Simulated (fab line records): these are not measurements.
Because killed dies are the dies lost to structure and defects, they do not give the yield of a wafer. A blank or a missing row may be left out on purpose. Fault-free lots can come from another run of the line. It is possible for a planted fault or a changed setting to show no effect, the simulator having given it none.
fab line records | flow n5-finfet
[record] lots = 12 | wafers = 33 | last-day = 17
route steps=1938 shown MIM_TOP@1834 MIM_TOP_LITHO@1849 MIM_BOT_LITHO@1859 MIM_BOT_ETCH@1869 PASSIVATION@1936
lots that met no fault: from a run of the same line without faults
start-h: the number of hours between the record's first day and the start of the first shown wafer of the lot | wait-h: hours elapsed since this lot's preceding step | " identical to the entry in the row above | L1.1+2: one row covering several wafers at once | - no value present, or no start provided | * or withheld: withheld | < > ~ a bound
route shown NAME@n: NAME is a module with steps in the file, n the number in the route of the first one | usual: average and standard deviation across the fault-free wafers | same: alike in all rows | chamber/n: place in a boat | sites: per-site readings | _std_site: how widely they spread, as a standard deviation | _edge_site: mean of outer sites minus mean of inner sites | radius-mm: how far each site lies from the wafer's centre | mask NAME#n: copy n | behind: the last tool/chamber to shape the wafer | hold: cause of the lot's hold/its duration in hours/its outcome | device: the n, p or np transistor that did not switch | end of line: the tests these same wafers got at the end of their route | for a step that has no rows: nothing shown but its recipe | killed: count of dies lost to structure and defects at first sort (not the wafer's yield) | map: the dies of a wafer, with x for killed, . for not killed, _ for no die there
set.NAME: the setting that was run; set.NAME@STEP: the one run at that earlier step | model.NAME: the simulator's own value behind a step, which no gauge read
steps of the route over a sample of lots; a table a step, a row a wafer
services: when a tool's chamber went out of use (start-h, in hours from the record's first day, below 0 if earlier), for how many hours, and the reason
[[steps]]
[step N5_MIM_TOP_ALD_00]
[recipe] material = Al2O3 | target-thk-a = * | temp-c = withheld | ald-precursor-family = TMA | ald-co-reactant = O3 | pulse-time-s = withheld | purge-time-s = 3 | co-reactant-purge-time-s = withheld | co-reactant-pulse-time-s = 3 | ald-cycles = withheld
[usual] precursor-pulse-height-rel = 1.001/0.019
lot.wafer | tool      | chamber | start-h | wait-h | precursor-pulse-height-rel
L986.1    | ald-hk-01 | 0       | 232.95  | 0.1    | 1.004
L986.3    | "         | 2       | "       | "      | 0.998
L986.5    | "         | 3       | "       | "      | 0.990
L989.1    | ald-hk-02 | 2       | 256.16  | 0.1    | 1.001
L989.4    | "         | 3       | "       | "      | 0.985
L989.6    | "         | 1       | "       | "      | 0.994
L990.1    | ald-hk-01 | 1       | 273.57  | 0.1    | 1.009
L990.2    | "         | 2       | "       | "      | 1.014
L990.3    | "         | 0       | "       | "      | 1.024
L994.3    | ald-hk-01 | 2       | 322.08  | 0.1    | 1.001
L994.4    | "         | 3       | "       | "      | 1.027
L994.5    | "         | 2       | "       | "      | 0.976
L998.2    | ald-hk-03 | 0       | 338.17  | 0.1    | 0.980
L998.4    | "         | 3       | "       | "      | 1.011
L998.6    | "         | 0       | "       | "      | 1.002
L100.3    | ald-hk-01 | 0       | 349.40  | 0.1    | 0.971
L100.4    | "         | 3       | "       | "      | 1.017
L100.5    | "         | 1       | "       | "      | 0.984
L102.1    | ald-hk-03 | 0       | 366.15  | 0.1    | 1.017
L102.2    | "         | 3       | "       | "      | 1.010
L103.1    | ald-hk-01 | 1       | 369.50  | 0.1    | 0.968
L103.2    | "         | 3       | "       | "      | 0.991
L104.1    | ald-hk-03 | 2       | 381.83  | 0.1    | 1.007
L104.4    | "         | 3       | "       | "      | 1.006
L106.2    | ald-hk-01 | 3       | 386.89  | 0.1    | 0.993
L106.3    | "         | 1       | "       | "      | 1.014
L106.5    | "         | 1       | "       | "      | 1.034
L107.2    | ald-hk-02 | 2       | 397.04  | 0.1    | 0.996
L107.4    | "         | 1       | "       | "      | 1.015
L107.6    | "         | 1       | "       | "      | 0.985
L108.1    | ald-hk-01 | 0       | 400.11  | 0.1    | 0.985
L108.2    | "         | 2       | "       | "      | 0.989
L108.6    | "         | 1       | "       | "      | 1.029
[step N5_MIM_TOP_LITHO_INSPECT_12]
[recipe] mode = adi | inspect-instrument = macro
[usual] raw-defect-count = 2.4/1.6
lot.wafer | tool              | chamber | start-h | wait-h | raw-defect-count
L986.1    | defect-inspect-02 | -       | 234.27  | 0.0    | 1
L986.3    | "                 | -       | "       | "      | 3
L986.5    | "                 | -       | "       | "      | 1
L989.1    | defect-inspect-02 | -       | 258.80  | 0.0    | 1
L989.4    | "                 | -       | "       | "      | 3
L989.6    | "                 | -       | "       | "      | 0
L990.1    | defect-inspect-01 | -       | 274.63  | 0.0    | 1
L990.2    | "                 | -       | "       | "      | 0
L990.3    | "                 | -       | "       | "      | 1
L994.3    | defect-inspect-02 | -       | 323.55  | 0.0    | 3
L994.4    | "                 | -       | "       | "      | 3
L994.5    | "                 | -       | "       | "      | 2
L998.2    | defect-inspect-01 | -       | 339.15  | 0.0    | 3
L998.4    | "                 | -       | "       | "      | 9
L998.6    | "                 | -       | "       | "      | 2
L100.3    | defect-inspect-01 | -       | 351.03  | 0.0    | 3
L100.4    | "                 | -       | "       | "      | 2
L100.5    | "                 | -       | "       | "      | 3
L102.1    | defect-inspect-02 | -       | 367.44  | 0.0    | 0
L102.2    | "                 | -       | "       | "      | 2
L103.1    | defect-inspect-01 | -       | 371.65  | 0.0    | 2
L103.2    | "                 | -       | "       | "      | 1
L104.1    | defect-inspect-01 | -       | 383.60  | 0.0    | 2
L104.4    | "                 | -       | "       | "      | 3
L106.2    | defect-inspect-02 | -       | 388.05  | 0.0    | 4
L106.3    | "                 | -       | "       | "      | 3
L106.5    | "                 | -       | "       | "      | 2
L107.2    | defect-inspect-02 | -       | 400.48  | 0.0    | 4
L107.4    | "                 | -       | "       | "      | 1
L107.6    | "                 | -       | "       | "      | 5
L108.1    | defect-inspect-02 | -       | 401.39  | 0.0    | 3
L108.2    | "                 | -       | "       | "      | 1
L108.6    | "                 | -       | "       | "      | 1
[step N5_MIM_BOT_LITHO_PEB_06]
[recipe] peb-temp-c = withheld | peb-time-s = *
lot.wafer  | tool           | chamber | start-h | wait-h
L986.1+3+5 | litho-track-02 | 0       | 234.98  | 0.1
L989.1+4+6 | litho-track-03 | 0       | 259.39  | 0.1
L990.1+2+3 | litho-track-03 | 0       | 275.31  | 0.1
L994.3+4+5 | litho-track-04 | 0       | 324.11  | 0.0
L998.2+4+6 | litho-track-02 | 0       | 339.92  | 0.0
L100.3+4+5 | litho-track-03 | 0       | 352.34  | 0.0
L102.1+2   | litho-track-02 | 0       | 369.05  | 0.1
L103.1+2   | litho-track-02 | 0       | 372.59  | 0.1
L104.1+4   | litho-track-02 | 0       | 384.88  | 0.1
L106.2+3+5 | litho-track-03 | 0       | 388.61  | 0.0
L107.2+4+6 | litho-track-04 | 0       | 401.25  | 0.0
L108.1+2+6 | litho-track-03 | 0       | 401.96  | 0.1
[step N5_MIM_BOT_LITHO_CD_MEAS_08]
[recipe] target-cd-nm = 3000 | landing-energy-ev = 500 | detector = se-inlens | polarity = opening
[usual] cd-nm = 2999.6/1.6
lot.wafer | tool      | chamber | start-h | wait-h | cd-nm
L986.1    | cd-sem-01 | 0       | 235.10  | -      | 3000.3
L986.3    | "         | 0       | "       | "      | 3001.8
L986.5    | "         | 0       | "       | "      | 3000.4
L989.1    | cd-sem-03 | 0       | 259.51  | -      | 3002.2
L989.4    | "         | 0       | "       | "      | 3001.8
L989.6    | "         | 0       | "       | "      | 3000.4
L990.1    | cd-sem-02 | 0       | 275.43  | -      | 2999.4
L990.2    | "         | 0       | "       | "      | 3000.8
L990.3    | "         | 0       | "       | "      | 3000.1
L994.3    | cd-sem-02 | 0       | 324.23  | -      | 2998.1
L994.4    | "         | 0       | "       | "      | 2996.5
L994.5    | "         | 0       | "       | "      | 2999.2
L998.2    | cd-sem-03 | 0       | 340.04  | -      | 3000.6
L998.4    | "         | 0       | "       | "      | 2999.2
L998.6    | "         | 0       | "       | "      | 2999.0
L100.3    | cd-sem-01 | 0       | 352.46  | -      | 2999.3
L100.4    | "         | 0       | "       | "      | 3000.2
L100.5    | "         | 0       | "       | "      | 3000.7
L102.1    | cd-sem-03 | 0       | 369.17  | -      | 3008.5
L102.2    | "         | 0       | "       | "      | 2999.1
L103.1    | cd-sem-02 | 0       | 372.71  | -      | 3005.9
L103.2    | "         | 0       | "       | "      | 2999.4
L104.1    | cd-sem-01 | 0       | 385.00  | -      | 3006.6
L104.4    | "         | 0       | "       | "      | 3000.1
L106.2    | cd-sem-02 | 0       | 388.73  | -      | 2999.0
L106.3    | "         | 0       | "       | "      | 2997.0
L106.5    | "         | 0       | "       | "      | 2997.6
L107.2    | cd-sem-02 | 0       | 401.37  | -      | 2998.6
L107.4    | "         | 0       | "       | "      | 2997.5
L107.6    | "         | 0       | "       | "      | 2998.6
L108.1    | cd-sem-01 | 0       | 402.08  | -      | 2999.9
L108.2    | "         | 0       | "       | "      | 2999.6
L108.6    | "         | 0       | "       | "      | 3001.0
[step N5_MIM_BOT_ETCH_STRIP_01]
[recipe] chemistry = O2 | power-w = 600 | temp-c = 60 | pressure-mtorr = 30 | rf-frequency-hz = 6e+07 | bias-power-w = 0 | overash-fraction = 0.5 | o2-flow-sccm = 225
[usual] drypump-motor-current-A = 5.8/0.36 | oes-product-au = 0.82/0.095 | rf-vpp-V = 3.9/1.4 | showerhead-plenum-p-Torr = 2.08/0.047 | throttle-valve-pct = 16.62/0.26
[same] overash-fraction = 0.5
lot.wafer | tool        | chamber | start-h | wait-h | drypump-motor-current-A | oes-product-au | rf-hours-counter-h | rf-vpp-V | showerhead-plenum-p-Torr | throttle-valve-pct
L986.1    | rie-diel-04 | 1       | 235.84  | 0.4    | 5.7                     | 0.76           | 159                | 3.0      | 2.18                     | 16.92
L986.3    | "           | 3       | "       | "      | 6.1                     | 0.91           | 18                 | 3.7      | 2.06                     | 16.39
L986.5    | "           | 1       | "       | "      | 5.8                     | 0.75           | -                  | 3.5      | 2.17                     | 16.94
L989.1    | rie-diel-04 | 3       | 259.98  | 0.1    | 6.1                     | 0.89           | 29                 | 4.7      | 2.06                     | 16.41
L989.4    | "           | 2       | "       | "      | 5.1                     | 0.70           | -                  | 3.9      | 2.06                     | 16.98
L989.6    | "           | 1       | "       | "      | 5.7                     | 0.73           | -                  | 5.6      | 2.17                     | 16.97
L990.1    | rie-diel-03 | 0       | 275.91  | 0.1    | 5.5                     | 0.97           | 7                  | 4.2      | 2.14                     | 16.28
L990.2    | "           | 2       | "       | "      | 5.8                     | 0.68           | 220                | 7.2      | 2.07                     | 16.93
L990.3    | "           | 3       | "       | "      | 6.1                     | 0.94           | 16                 | 5.0      | 2.05                     | 16.39
L994.3    | rie-diel-04 | 2       | 324.88  | 0.2    | 5.1                     | 0.69           | 243                | 3.4      | 2.06                     | 16.99
L994.4    | "           | 1       | "       | "      | 5.8                     | 0.71           | 193                | 5.0      | 2.16                     | 16.97
L994.5    | "           | 0       | "       | "      | 5.4                     | 0.90           | -                  | 3.9      | 2.06                     | 16.29
L998.2    | rie-diel-04 | 3       | 340.51  | 0.1    | 6.1                     | 0.84           | 57                 | 3.3      | 2.05                     | 16.44
L998.4    | "           | 0       | "       | "      | 5.4                     | 0.89           | 26                 | 3.7      | 2.05                     | 16.33
L998.6    | "           | 3       | "       | "      | 6.1                     | 0.85           | -                  | 1.4      | 2.04                     | 16.49
L100.3    | rie-diel-04 | 0       | 353.64  | 0.4    | 5.4                     | 0.91           | 29                 | 7.0      | 2.05                     | 16.33
L100.4    | "           | 3       | "       | "      | 6.0                     | 0.84           | -                  | 4.0      | 2.04                     | 16.46
L100.5    | "           | 1       | "       | "      | 5.7                     | 0.72           | -                  | 3.7      | 2.16                     | 16.97
L102.1    | rie-diel-03 | 3       | 370.08  | 0.2    | 6.2                     | 0.88           | 53                 | 5.7      | 2.04                     | 16.47
L102.2    | "           | 0       | "       | "      | 5.5                     | 0.91           | 44                 | 3.3      | 2.13                     | 16.33
L103.1    | rie-diel-01 | 2       | 373.18  | 0.1    | 5.9                     | 0.71           | 219                | 3.9      | 2.07                     | 16.67
L103.2    | "           | 0       | "       | "      | 6.5                     | 0.79           | 104                | 4.4      | 2.19                     | 16.80
L104.1    | rie-diel-03 | 0       | 385.60  | 0.1    | 5.5                     | 0.87           | 53                 | 3.2      | 2.13                     | 16.34
L104.4    | "           | 0       | "       | "      | 5.5                     | 0.88           | -                  | 4.1      | 2.13                     | 16.37
L106.2    | rie-diel-03 | 0       | 389.20  | 0.1    | 5.5                     | 0.88           | 54                 | 7.9      | 2.13                     | 16.37
L106.3    | "           | 1       | "       | "      | 6.0                     | 0.83           | 62                 | 6.0      | 2.04                     | 16.69
L106.5    | "           | 0       | "       | "      | 5.5                     | 0.88           | -                  | 6.7      | 2.12                     | 16.38
L107.2    | rie-diel-03 | 0       | 401.88  | 0.1    | 5.5                     | 0.88           | 61                 | 4.1      | 2.12                     | 16.35
L107.4    | "           | 1       | "       | "      | 6.0                     | 0.82           | 65                 | 4.6      | 2.04                     | 16.69
L107.6    | "           | 0       | "       | "      | 5.5                     | 0.86           | -                  | 3.4      | 2.12                     | 16.33
L108.1    | rie-diel-04 | 2       | 402.55  | 0.1    | 5.2                     | 0.95           | 9                  | 3.4      | 2.05                     | 16.52
L108.2    | "           | 1       | "       | "      | 5.7                     | 0.70           | 221                | 4.3      | 2.15                     | 16.99
L108.6    | "           | 1       | "       | "      | 5.7                     | 0.71           | -                  | 5.3      | 2.15                     | 17.03
[step N5_PASSIVATION_PROBE_49]
[usual] defect-limited-yield = 91.2/1.5 | killed_at_M0_to_M3 = 35/11 | killed_at_M4_up = 13/5.6 | killed-at-contacts = 13/6.3 | killed-at-front-end = 38/12 | killed-at-other = 3.7/2.9 | killed-dies = 104/18 | killed-open = 69/13 | killed-short = 34/8.3 | sort_bin_5_function = 5.2/0.95 | sort_bin_6_memory = 3.3/0.68 | sort-n-pass = 1076/18 | sort-yield-pct = 91.2/1.5
[same] gross-dies = 1180 | killed-at-back-side = 0 | sort_bin_4_leakage[%] = 0 | sort_bin_8_speed[%] = 0
lot.wafer | tool      | chamber | start-h | wait-h | defect-limited-yield[%] | killed_at_M0_to_M3 | killed_at_M4_up | killed-at-contacts | killed-at-front-end | killed-at-other | killed-dies | killed-open | killed-short | sort_bin_5_function[%] | sort_bin_6_memory[%] | sort-n-pass | sort-yield-pct[%]
L986.1    | prober-02 | -       | 244.67  | 0.0    | 91.6                    | 36                 | 8               | 15                 | 31                  | 9               | 99          | 67          | 29           | 5.3                    | 2.9                  | 1081        | 91.6
L986.3    | prober-02 | -       | 244.77  | 0.1    | 91.9                    | 25                 | 14              | 13                 | 35                  | 9               | 96          | 63          | 33           | 4.6                    | 3.3                  | 1084        | 91.9
L986.5    | prober-02 | -       | 244.87  | 0.2    | 93.6                    | 32                 | 6               | 4                  | 28                  | 5               | 75          | 38          | 34           | 3.1                    | 3.1                  | 1105        | 93.6
L989.1    | prober-01 | -       | 268.10  | 0.0    | 92.5                    | 43                 | 15              | 7                  | 22                  | 2               | 89          | 56          | 32           | 4.7                    | 2.5                  | 1091        | 92.5
L989.4    | prober-01 | -       | 268.25  | 0.2    | 93.2                    | 41                 | 13              | 2                  | 22                  | 2               | 80          | 55          | 25           | 3.6                    | 2.9                  | 1100        | 93.2
L989.6    | prober-01 | -       | 268.35  | 0.3    | 92.8                    | 41                 | 5               | 17                 | 22                  | 0               | 85          | 58          | 24           | 4.3                    | 2.7                  | 1095        | 92.8
L990.1    | prober-01 | -       | 283.56  | 0.0    | 92.2                    | 35                 | 15              | 9                  | 30                  | 3               | 92          | 56          | 35           | 4.5                    | 3.0                  | 1088        | 92.2
L990.2    | prober-01 | -       | 283.61  | 0.1    | 90.7                    | 32                 | 24              | 13                 | 34                  | 7               | 110         | 80          | 30           | 5.8                    | 3.0                  | 1070        | 90.7
L990.3    | prober-01 | -       | 283.66  | 0.1    | 90.6                    | 23                 | 29              | 14                 | 38                  | 7               | 111         | 84          | 27           | 5.8                    | 3.1                  | 1069        | 90.6
L103.1    | prober-02 | -       | 383.69  | 0.0    | 93.1                    | 31                 | 13              | 18                 | 19                  | 0               | 81          | 54          | 27           | 4.2                    | 2.6                  | 1099        | 93.1
L103.2    | prober-02 | -       | 383.74  | 0.1    | 91.4                    | 33                 | 8               | 21                 | 37                  | 2               | 101         | 62          | 37           | 4.4                    | 3.3                  | 1079        | 91.4
L108.1    | prober-02 | -       | 410.79  | 0.0    | 92.5                    | 26                 | 13              | 4                  | 45                  | 0               | 88          | 63          | 25           | 4.1                    | 3.1                  | 1092        | 92.5
L108.2    | prober-02 | -       | 410.84  | 0.1    | 90.3                    | 38                 | 15              | 11                 | 49                  | 2               | 115         | 57          | 57           | 4.7                    | 4.3                  | 1065        | 90.3
L108.6    | prober-02 | -       | 411.04  | 0.3    | 91.0                    | 32                 | 16              | 6                  | 47                  | 5               | 106         | 75          | 30           | 4.4                    | 4.1                  | 1074        | 91.0
// killed by level:class
L986.1 MOL_CONTACT_COAG:geometric-particle:open=13 FIN_SAQP:geometric-particle:open=10 BEOL_M1:geometric-particle:open=10 BEOL_M0_SAQP:geometric-particle:open=7 BEOL_M2:geometric-particle:open=6 BEOL_M0_SAQP:geometric-particle:short=5 GATE_CUT:geometric-particle:short=4 STI_FIN_REVEAL:geometric-particle:open=3
L986.3 MOL_CONTACT_COAG:geometric-particle:open=11 FIN_SAQP:geometric-particle:short=8 DUMMY_GATE:geometric-particle:open=7 FIN_SAQP:geometric-particle:open=5 BEOL_M0_SAQP:geometric-particle:open=5 BEOL_M2:geometric-particle:open=5 BEOL_M3:geometric-particle:open=5 BEOL_M5:geometric-particle:open=5
L986.5 BEOL_M0_SAQP:geometric-particle:short=13 BEOL_M0_SAQP:geometric-particle:open=12 STARTING-WAFER:geometric-particle:short=6 GATE_CUT:geometric-particle:short=5 STI_FIN_REVEAL:geometric-particle:short=4 MOL_CONTACT_COAG:geometric-particle:open=3 BEOL_M2:geometric-particle:open=3 FIN_SAQP:geometric-particle:short=2
L989.1 BEOL_M3:geometric-particle:open=19 BEOL_M0_SAQP:geometric-particle:short=11 BEOL_M4:geometric-particle:open=9 MOL_CONTACT_COAG:geometric-particle:open=6 STI_FIN_REVEAL:geometric-particle:open=4 GATE_CUT:geometric-particle:short=4 FIN_SAQP:geometric-particle:short=3 BEOL_M0_SAQP:geometric-particle:open=3
L989.4 BEOL_M3:geometric-particle:open=13 BEOL_M0_SAQP:geometric-particle:open=9 GATE_CUT:geometric-particle:short=7 BEOL_M1:geometric-particle:open=6 BEOL_M0_SAQP:geometric-particle:short=5 FIN_SAQP:geometric-particle:open=4 GATE_CUT:geometric-particle:open=4 BEOL_M3:geometric-particle:short=3
L989.6 MOL_CONTACT_COAG:geometric-particle:open=13 BEOL_M3:geometric-particle:open=11 BEOL_M0_SAQP:geometric-particle:open=8 BEOL_M3:geometric-particle:short=7 MOL_CONTACT_COAG:geometric-particle:short=4 BEOL_M0_SAQP:geometric-particle:short=4 BEOL_M1:geometric-particle:open=4 FIN_SAQP:geometric-particle:open=3
L990.1 BEOL_M3:geometric-particle:open=9 BEOL_M4:geometric-particle:open=9 GATE_CUT:geometric-particle:short=6 MOL_CONTACT_COAG:geometric-particle:open=6 STI_FIN_REVEAL:geometric-particle:open=5 BEOL_M0_SAQP:geometric-particle:short=5 BEOL_M2:geometric-particle:open=5 FIN_SAQP:geometric-particle:open=4
L990.2 BEOL_M4:geometric-particle:open=12 MOL_CONTACT_COAG:geometric-particle:open=11 BEOL_M2:geometric-particle:open=11 STI_FIN_REVEAL:geometric-particle:open=10 FIN_SAQP:geometric-particle:open=9 BEOL_M3:geometric-particle:open=5 FIN_SAQP:geometric-particle:short=4 BEOL_M0:geometric-particle:open=4
L990.3 STI_FIN_REVEAL:geometric-particle:open=15 MOL_CONTACT_COAG:geometric-particle:open=11 BEOL_M4:geometric-particle:open=11 BEOL_M1:geometric-particle:open=7 BEOL_M3:geometric-particle:open=7 BEOL_M5:geometric-particle:open=5 STI_FIN_REVEAL:geometric-particle:short=4 ILD0:geometric-particle:open=4
L103.1 MOL_CONTACT_COAG:geometric-particle:open=13 BEOL_M0_SAQP:geometric-particle:short=8 BEOL_M2:geometric-particle:open=8 FIN_SAQP:geometric-particle:open=6 MOL_CONTACT_COAG:geometric-particle:short=5 BEOL_M0_SAQP:geometric-particle:open=4 BEOL_M5:geometric-particle:open=4 FIN_SAQP:geometric-particle:short=3
L103.2 MOL_CONTACT_COAG:geometric-particle:open=19 BEOL_M3:geometric-particle:open=10 GATE_CUT:geometric-particle:short=7 FIN_SAQP:geometric-particle:short=6 BEOL_M1:geometric-particle:open=6 BEOL_M0_SAQP:geometric-particle:short=5 BEOL_M0_SAQP:geometric-particle:open=5 FIN_SAQP:geometric-particle:open=4
L108.1 FIN_SAQP:geometric-particle:open=14 FIN_SAQP:geometric-particle:short=8 STI_FIN_REVEAL:geometric-particle:open=8 BEOL_M0_SAQP:geometric-particle:open=7 BEOL_M4:geometric-particle:open=7 BEOL_M3:geometric-particle:open=6 BEOL_M0_SAQP:geometric-particle:short=5 GATE_CUT:geometric-particle:short=4
L108.2 FIN_SAQP:geometric-particle:short=18 BEOL_M0_SAQP:geometric-particle:short=16 BEOL_M0_SAQP:geometric-particle:open=10 MOL_CONTACT_COAG:geometric-particle:open=8 FIN_SAQP:geometric-particle:open=7 STARTING-WAFER:geometric-particle:short=6 STI_FIN_REVEAL:geometric-particle:open=5 BEOL_M3:geometric-particle:open=4
L108.6 FIN_SAQP:geometric-particle:open=17 BEOL_M0_SAQP:geometric-particle:short=8 FIN_SAQP:geometric-particle:short=7 STI_FIN_REVEAL:geometric-particle:open=7 BEOL_M1:geometric-particle:open=7 BEOL_M4:geometric-particle:open=7 GATE_CUT:geometric-particle:short=6 MOL_CONTACT_COAG:geometric-particle:open=6
[[services]]
tool        | chamber | start-h | hours | kind
rie-diel-03 | 3       | 213.59  | -     | clean
rie-diel-03 | 3       | 213.59  | -     | consumable-replace:focus-ring
rie-diel-01 | 1       | 228.63  | 16.2  | repair
rie-diel-03 | -       | 239.55  | 1.0   | repair
rie-diel-04 | 0       | 244.31  | -     | clean
rie-diel-04 | 0       | 244.31  | -     | consumable-replace:focus-ring
rie-diel-04 | 0       | 244.31  | 18.2  | scheduled-down
rie-diel-04 | 0       | 244.31  | 18.2  | vent-cycle
rie-diel-03 | 1       | 261.09  | 19.7  | repair
rie-diel-03 | 2       | 333.64  | 14.0  | repair
ald-hk-01   | -       | 344.51  | 0.8   | repair
rie-diel-04 | 2       | 345.36  | -     | clean
rie-diel-04 | 2       | 345.36  | -     | consumable-replace:focus-ring
rie-diel-04 | 2       | 345.36  | 27.9  | scheduled-down
rie-diel-04 | 2       | 345.36  | 27.9  | vent-cycle
rie-diel-04 | 0       | 346.07  | 5.5   | repair
rie-diel-01 | 0       | 350.57  | 4.9   | repair
ald-hk-03   | -       | 365.04  | 0.2   | repair
rie-diel-01 | 3       | 365.79  | 24.3  | repair
ald-hk-02   | -       | 369.39  | 8.7   | pm
rie-diel-04 | -       | 378.75  | 4.3   | pm
rie-diel-01 | 1       | 381.65  | 11.7  | repair
ald-hk-03   | -       | 389.79  | 1.6   | repair
rie-diel-03 | 1       | 393.71  | 5.3   | repair
[[key]]
[first-sign] step = N5_MIM_BOT_LITHO_CD_MEAS_08 | reading = cd-nm | direction = up | sigmas = 4.7 | usual = 2999.6 | struck = 3007.0
effect none on later readings
met-at N5_MIM_BOT_LITHO_PEB_06
struck-lots L102,L103,L104
struck-wafers L102.1,L103.1,L104.1
not-acting-at N5_MIM_TOP_ALD_00,N5_MIM_TOP_LITHO_INSPECT_12,N5_MIM_BOT_ETCH_STRIP_01
onset-between 339.92 369.05
[fault] kind = process-parameter-drift | tool = litho-track-02 | chamber = - | onset-h = 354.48 | steps = N5_MIM_BOT_LITHO_PEB_06 | channel = peb-time-s | offset = * | shape = step | end-h = 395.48 | scope = struck-wafers-only | acts-in = * | stated = *
